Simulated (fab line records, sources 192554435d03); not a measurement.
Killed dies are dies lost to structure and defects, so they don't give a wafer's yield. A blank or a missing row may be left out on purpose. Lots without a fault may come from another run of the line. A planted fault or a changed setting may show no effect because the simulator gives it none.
One fault seen from 3 desks | flow n5_finfet | each desk has only its own numbers; what lay behind them comes last

THE METROLOGY DESK
What the gauges read, lot by lot, whatever tool the lot ran on: means of the sampled wafers that have a number. A lot is out of limits, marked OUT, if its mean lies more than 4 standard deviations from the usual mean; the brackets give that distance.
Columns: A = cd_nm at N5_BEOL_M14_CD_MEAS_10, usual 249.9 nm; B = V13_OVL at N5_BEOL_M14_OVL_MEAS_11, usual 1 nm
lot  | first seen here | A     | B
L396 | day 12 18:49    | 250.1 | 10
L400 | day 13 21:55    | 249.0 | 5
L413 | day 17 00:29    | 251.0 | 10
L414 | day 17 00:52    | 249.8 | -1
L412 | day 17 01:02    | 249.0 | -5
L415 | day 17 05:23    | 249.6 | 6
L416 | day 17 16:04    | 250.6 | -4
This desk's finding: nothing out of limits on any of the 7 lots.

THE TOOL OWNER'S DESK: rie_diel-05
The tool's own readings at N5_BEOL_M14_ETCH_59 (etches BARC in N2/H2, target depth 89 nm, overetch 26.7 nm, time 67.9 s): means of the sampled wafers that have a number, for each lot that ran on this tool. A lot is out of limits, marked OUT, if its mean lies more than 4 standard deviations from the usual mean; the brackets give that distance.
Columns: A = drypump_motor_current_A at N5_BEOL_M14_ETCH_59, usual 5.9 A; B = oes_product_au at N5_BEOL_M14_ETCH_59, usual 0.67 a.u.; C = rf_vpp_V at N5_BEOL_M14_ETCH_59, usual 525.4 V; D = run_length_s at N5_BEOL_M14_ETCH_59, usual 91.4 s; E = showerhead_plenum_p_Torr at N5_BEOL_M14_ETCH_59, usual 2.60 Torr; F = throttle_valve_pct at N5_BEOL_M14_ETCH_59, usual 17.89 %
lot  | first seen here | A   | B    | C     | D               | E    | F
L400 | day 13 22:03    | 6.2 | 0.60 | 525.9 | 91.4            | 2.62 | 18.10
L414 | day 17 01:05    | 6.2 | 0.77 | 525.0 | 97.4 (+16) OUT  | 2.60 | 17.57
L415 | day 17 05:31    | 5.8 | 0.67 | 525.2 | 94.5 (+8.2) OUT | 2.61 | 17.68
L416 | day 17 16:13    | 5.7 | 0.67 | 525.2 | 94.5 (+8.1) OUT | 2.56 | 17.84
This desk's finding: out of limits on L414, L415, L416; first on L414, day 17 01:05 (run_length_s at N5_BEOL_M14_ETCH_59). In limits: L400.

THE DEFECT DESK
What the inspections along the route counted, lot by lot: means of the sampled wafers that have a number. A lot is out of limits, marked OUT, if its mean lies more than 4 standard deviations from the usual mean; the brackets give that distance.
Columns: A = raw_defect_count at N5_BEOL_M14_INSPECT_12, usual 2.0
lot  | first seen here | A
L396 | day 12 18:52    | 1.3
L400 | day 13 21:59    | 1.0
L413 | day 17 00:35    | 1.7
L414 | day 17 00:56    | 2.0
L412 | day 17 01:05    | 2.3
L415 | day 17 05:26    | 1.3
L416 | day 17 16:07    | 1.3
This desk's finding: nothing out of limits on any of the 7 lots.

PUT TOGETHER
The tool owner's desk could have raised an alarm at day 17 01:05, on L414, L415, L416.
The metrology desk saw nothing out of limits.
The defect desk saw nothing out of limits.
The metrology desk has L414, L415, L416 on record, within its limits.
The defect desk has L414, L415, L416 on record, within its limits.
Of the lots named, all ran N5_BEOL_M14_ETCH_59 on rie_diel-05.

WHAT THE SIMULATOR HAD PUT IN
Process parameter drift: rie_diel-05, from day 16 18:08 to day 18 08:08, at N5_BEOL_M14_ETCH_59. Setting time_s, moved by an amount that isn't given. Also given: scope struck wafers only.
Lots struck among those shown: L414, L415, L416.
Hours from the fault's start to each desk's first reading out of limits: the tool owner's desk, 7.
